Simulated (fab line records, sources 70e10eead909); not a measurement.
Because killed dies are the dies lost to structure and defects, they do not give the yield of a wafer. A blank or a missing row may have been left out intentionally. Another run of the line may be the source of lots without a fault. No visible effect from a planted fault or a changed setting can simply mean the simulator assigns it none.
Chamber matching :: flow nand harc :: NHARC_A_CHANNEL_HOLE_D1_ETCH_34 on rie diel-03 has 4 sister chambers
The step etches the open film in CF4/CHF3, target depth 154 nm, time 77 s. 16 wafers are shown with their chamber, then 8 later ones without.

== WAFERS WITH THEIR CHAMBER ==
wafer: L832.1
chamber: 1
showerhead plenum p Torr (Torr): 1.60
drypump motor current A (A): 6.6
rf vpp V (V): 371.0

wafer: L832.2
chamber: 3
showerhead plenum p Torr (Torr): 1.58
drypump motor current A (A): 6.2
rf vpp V (V): 370.5

wafer: L832.5
chamber: 3
showerhead plenum p Torr (Torr): 1.58
drypump motor current A (A): 6.2
rf vpp V (V): 371.4

wafer: L834.3
chamber: 3
showerhead plenum p Torr (Torr): 1.58
drypump motor current A (A): 6.2
rf vpp V (V): 370.6

wafer: L834.4
chamber: 1
showerhead plenum p Torr (Torr): 1.60
drypump motor current A (A): 6.6
rf vpp V (V): 371.5

wafer: L834.6
chamber: 0
showerhead plenum p Torr (Torr): 1.50
drypump motor current A (A): 5.7
rf vpp V (V): 367.5

wafer: L835.2
chamber: 1
showerhead plenum p Torr (Torr): 1.60
drypump motor current A (A): 6.6
rf vpp V (V): 371.5

wafer: L835.4
chamber: 2
showerhead plenum p Torr (Torr): 1.49
drypump motor current A (A): 5.9
rf vpp V (V): 367.6

wafer: L835.5
chamber: 1
showerhead plenum p Torr (Torr): 1.60
drypump motor current A (A): 6.6
rf vpp V (V): 371.0

wafer: L836.2
chamber: 2
showerhead plenum p Torr (Torr): 1.49
drypump motor current A (A): 5.9
rf vpp V (V): 367.3

wafer: L836.4
chamber: 1
showerhead plenum p Torr (Torr): 1.60
drypump motor current A (A): 6.6
rf vpp V (V): 370.5

wafer: L836.5
chamber: 3
showerhead plenum p Torr (Torr): 1.57
drypump motor current A (A): 6.2
rf vpp V (V): 370.7

wafer: L837.2
chamber: 0
showerhead plenum p Torr (Torr): 1.50
drypump motor current A (A): 5.7
rf vpp V (V): 369.2

wafer: L837.4
chamber: 3
showerhead plenum p Torr (Torr): 1.57
drypump motor current A (A): 6.2
rf vpp V (V): 371.6

wafer: L837.6
chamber: 0
showerhead plenum p Torr (Torr): 1.50
drypump motor current A (A): 5.7
rf vpp V (V): 366.6

wafer: L838.2
chamber: 0
showerhead plenum p Torr (Torr): 1.50
drypump motor current A (A): 5.8
rf vpp V (V): 368.0

SIGNATURES, as means of the wafers listed above
reading: showerhead plenum p Torr
chamber 0: 1.5000
chamber 1: 1.6000
chamber 2: 1.4900
chamber 3: 1.5760
scatter within a chamber: 0.00316

reading: drypump motor current A
chamber 0: 5.725
chamber 1: 6.600
chamber 2: 5.900
chamber 3: 6.200
scatter within a chamber: 0.025

reading: rf vpp V
chamber 0: 367.825
chamber 1: 371.100
chamber 2: 367.450
chamber 3: 370.960
scatter within a chamber: 0.664
Rule: a wafer lies at a distance from a chamber equal to the root of the sum of squares, over the readings, of (its reading less the chamber's mean, divided by the reading's scatter). If the next closest chamber is less than 2 further off than the closest, the wafer can't be placed; otherwise it belongs to the closest. How the scatter is found: for the shown wafers, subtract from each reading the mean of its chamber, square and add these, divide the total by (wafers less chambers), then take the root.

== WAFERS MISSING THEIR CHAMBER ==
wafer: L838.3
showerhead plenum p Torr (Torr): 1.57
drypump motor current A (A): 6.2
rf vpp V (V): 370.3

wafer: L838.5
showerhead plenum p Torr (Torr): 1.60
drypump motor current A (A): 6.6
rf vpp V (V): 371.2

wafer: L842.1
showerhead plenum p Torr (Torr): 1.49
drypump motor current A (A): 5.9
rf vpp V (V): 368.1

wafer: L842.2
showerhead plenum p Torr (Torr): 1.60
drypump motor current A (A): 6.6
rf vpp V (V): 372.2

wafer: L842.6
showerhead plenum p Torr (Torr): 1.50
drypump motor current A (A): 5.7
rf vpp V (V): 367.5

wafer: L849.1
showerhead plenum p Torr (Torr): 1.60
drypump motor current A (A): 6.6
rf vpp V (V): 369.4

wafer: L849.4
showerhead plenum p Torr (Torr): 1.57
drypump motor current A (A): 6.2
rf vpp V (V): 370.2

wafer: L850.1
showerhead plenum p Torr (Torr): 1.49
drypump motor current A (A): 5.9
rf vpp V (V): 366.9

== WHICH CHAMBER EACH WENT THROUGH ==
wafer: L838.3
from the rows above: 3
in truth: 3

wafer: L838.5
from the rows above: 1
in truth: 1

wafer: L842.1
from the rows above: 2
in truth: 2

wafer: L842.2
from the rows above: 1
in truth: 1

wafer: L842.6
from the rows above: 0
in truth: 0

wafer: L849.1
from the rows above: 1
in truth: 1

wafer: L849.4
from the rows above: 3
in truth: 3

wafer: L850.1
from the rows above: 2
in truth: 2
Correct placement for 8 of the 8. Number that these rows cannot place: 0. Number placed wrongly: 0.
